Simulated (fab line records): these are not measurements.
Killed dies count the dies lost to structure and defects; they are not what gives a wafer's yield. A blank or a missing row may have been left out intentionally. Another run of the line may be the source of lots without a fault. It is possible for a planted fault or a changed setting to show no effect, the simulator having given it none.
Chamber matching / flow n5 finfet / rie diel-04 running N5_BEOL_M13_DESCUM_15: 4 sister chambers
The step chemistry O2, time 7.9 s. 8 wafers are shown with their chamber, then 12 later ones without.

## EACH WAFER AND ITS CHAMBER
wafer=L088.2; chamber=3; drypump motor current A (A)=6.5; showerhead plenum p Torr (Torr)=1.91
wafer=L088.4; chamber=1; drypump motor current A (A)=5.3; showerhead plenum p Torr (Torr)=2.01
wafer=L089.1; chamber=2; drypump motor current A (A)=6.2; showerhead plenum p Torr (Torr)=2.05
wafer=L089.4; chamber=0; drypump motor current A (A)=5.9; showerhead plenum p Torr (Torr)=1.99
wafer=L089.6; chamber=0; drypump motor current A (A)=5.9; showerhead plenum p Torr (Torr)=1.99
wafer=L091.4; chamber=3; drypump motor current A (A)=6.4; showerhead plenum p Torr (Torr)=1.91
wafer=L091.5; chamber=1; drypump motor current A (A)=5.2; showerhead plenum p Torr (Torr)=2.00
wafer=L091.6; chamber=2; drypump motor current A (A)=6.2; showerhead plenum p Torr (Torr)=2.05

## WAFERS WHOSE CHAMBER IS MISSING
wafer=L092.1; drypump motor current A (A)=6.4; showerhead plenum p Torr (Torr)=1.91
wafer=L092.2; drypump motor current A (A)=6.3; showerhead plenum p Torr (Torr)=2.04
wafer=L092.5; drypump motor current A (A)=5.9; showerhead plenum p Torr (Torr)=1.99
wafer=L090.2; drypump motor current A (A)=5.3; showerhead plenum p Torr (Torr)=2.00
wafer=L090.3; drypump motor current A (A)=6.4; showerhead plenum p Torr (Torr)=1.91
wafer=L090.4; drypump motor current A (A)=5.9; showerhead plenum p Torr (Torr)=1.99
wafer=L093.2; drypump motor current A (A)=5.9; showerhead plenum p Torr (Torr)=1.99
wafer=L093.4; drypump motor current A (A)=5.3; showerhead plenum p Torr (Torr)=2.00
wafer=L093.5; drypump motor current A (A)=6.3; showerhead plenum p Torr (Torr)=2.04
wafer=L096.3; drypump motor current A (A)=5.9; showerhead plenum p Torr (Torr)=1.99
wafer=L096.4; drypump motor current A (A)=6.2; showerhead plenum p Torr (Torr)=2.04
wafer=L096.6; drypump motor current A (A)=5.9; showerhead plenum p Torr (Torr)=1.99

## WHICH CHAMBER EACH ONE RAN IN
wafer=L092.1; from the rows above=3; in truth=3
wafer=L092.2; from the rows above=2; in truth=2
wafer=L092.5; from the rows above=0; in truth=0
wafer=L090.2; from the rows above=1; in truth=1
wafer=L090.3; from the rows above=3; in truth=3
wafer=L090.4; from the rows above=0; in truth=0
wafer=L093.2; from the rows above=0; in truth=0
wafer=L093.4; from the rows above=1; in truth=1
wafer=L093.5; from the rows above=2; in truth=2
wafer=L096.3; from the rows above=0; in truth=0
wafer=L096.4; from the rows above=2; in truth=2
wafer=L096.6; from the rows above=0; in truth=0
12 of 12 placed correctly. Left unplaced by these rows: 0. Placed wrongly: 0.
How it was worked out, from the rows above alone: a wafer's distance from a chamber is the root of the sum, over the readings, of the square of ((its reading less the chamber's mean) divided by the reading's scatter). The wafer belongs to the nearest chamber; if the next one is less than 2 further off, it can't be placed. A chamber's mean is the mean of its shown wafers. The scatter: the root of (the sum of the squares of (reading less its chamber's mean) over the shown wafers, divided by (wafers less chambers)).
